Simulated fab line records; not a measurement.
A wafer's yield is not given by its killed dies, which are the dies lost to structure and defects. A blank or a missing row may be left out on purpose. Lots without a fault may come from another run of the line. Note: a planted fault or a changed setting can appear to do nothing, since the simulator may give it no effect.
Struck lot and sound lot, side by side :: flow nand harc :: 13 steps out of a route of 1302
Sound: wafers L608.2, L608.3, L608.6. The struck wafers were L619.3, L619.5, L619.6. The cause is given at the end.
For every step that has rows: the tool of each side, followed by ch and its chambers, followed by its first start. Under that, the readings that differ: sound wafers :: struck wafers :: difference of the means :: sigmas: that difference in standard deviations of wafers without a fault.
alike: readings with means less than 2 such deviations apart, plus words and numbers identical on both sides. not compared: withheld readings, readings lacking a value on some wafer, bounds such as >300 that could conceal the same value, and numbers that have no deviation in the record and whose values overlap.
A row with sigmas, a row that says differs or no value, or rows on one side alone: a step with any of these is where the two part. Numbers that have no deviation but don't overlap get no sigmas and don't part them. A reading missing from all wafers of one side parts the sides only when that side holds two or more wafers.

NHARC_A_CHANNEL_FILL_D1_STRIP_28: strips in O2, time 20 s.
  sound on rie diel-03 ch 0,2,3, day 11 12:10; struck on rie diel-13 ch 0,1, day 16 00:12
  alike: drypump motor current A, oes product au, rf vpp V, showerhead plenum p Torr, throttle valve pct
  not compared: rf hours counter h
then, 4 steps without rows for these wafers: NHARC_A_CHANNEL_FILL_D1_PRECLEAN_21 (cleans in dHF, time 30 s); NHARC_A_CHANNEL_FILL_D1_SRD_23; NHARC_A_CHANNEL_FILL_D1_CVD_05 (deposits poly-Si, target thk 5 nm); NHARC_A_CHANNEL_FILL_D1_ANNEAL_22 (time 7200 s).
NHARC_A_CHANNEL_FILL_D1_ALD_25: deposits SiOx, target thk 60 nm, pulse time 10 s, ald cycles 600.
  sound on ald hk-03 ch 0,1,3, day 11 23:59; struck on ald hk-02 ch 0,3, day 16 12:37
  alike: heater power w, precursor pulse height rel
NHARC_A_CHANNEL_FILL_D1_ETCHBACK_08: etches the open film in C4F8, target depth 220 nm, time 110 s.
  sound on rie diel-13 ch 1,2; struck on rie diel-13 ch 0,2,3
  alike: oes product au, rf vpp V
  not compared: rf hours counter h
NHARC_A_CHANNEL_FILL_D1_STRIP_29: strips in O2, time 20 s.
  sound on rie diel-13 ch 0,1,2; struck on rie diel-13 ch 2,3
  alike: drypump motor current A, oes product au, rf vpp V, showerhead plenum p Torr, throttle valve pct
  not compared: rf hours counter h
then, 3 steps without rows for these wafers: NHARC_A_CHANNEL_FILL_D1_PRECLEAN_30 (cleans in dHF, time 30 s); NHARC_A_CHANNEL_FILL_D1_SRD_31; NHARC_A_CHANNEL_FILL_D1_CVD_09 (deposits poly-Si, target thk 150 nm, time 3000 s).
NHARC_A_CHANNEL_FILL_D1_CMP_10: polishes, target thk 150 nm.
  sound on cmp-04 ch 1,3, day 12 11:20; struck on cmp-03 ch 0,3, day 16 23:21
  no value came back on the struck wafers for edge zone pressure frac, motor current A (A), time to endpoint s (s); on the sound wafers edge zone pressure frac reads 0.998 1.008 0.996
-- the record jumps here: 13 days lie between the struck wafers' starts before and after (it left off in module A_CHANNEL_FILL_D1 and takes up again in module END, whose first step shown is number 1302 of the route) --
NHARC_END_SORT_01:
  at this point the record logs the struck wafers (prober-02 ch 0, day 30 06:20) and has no rows for the sound ones

WHERE THEY PART
Earliest at NHARC_A_CHANNEL_FILL_D1_CMP_10; latest, in this record, at NHARC_END_SORT_01.

WHY: the cause the simulator had injected
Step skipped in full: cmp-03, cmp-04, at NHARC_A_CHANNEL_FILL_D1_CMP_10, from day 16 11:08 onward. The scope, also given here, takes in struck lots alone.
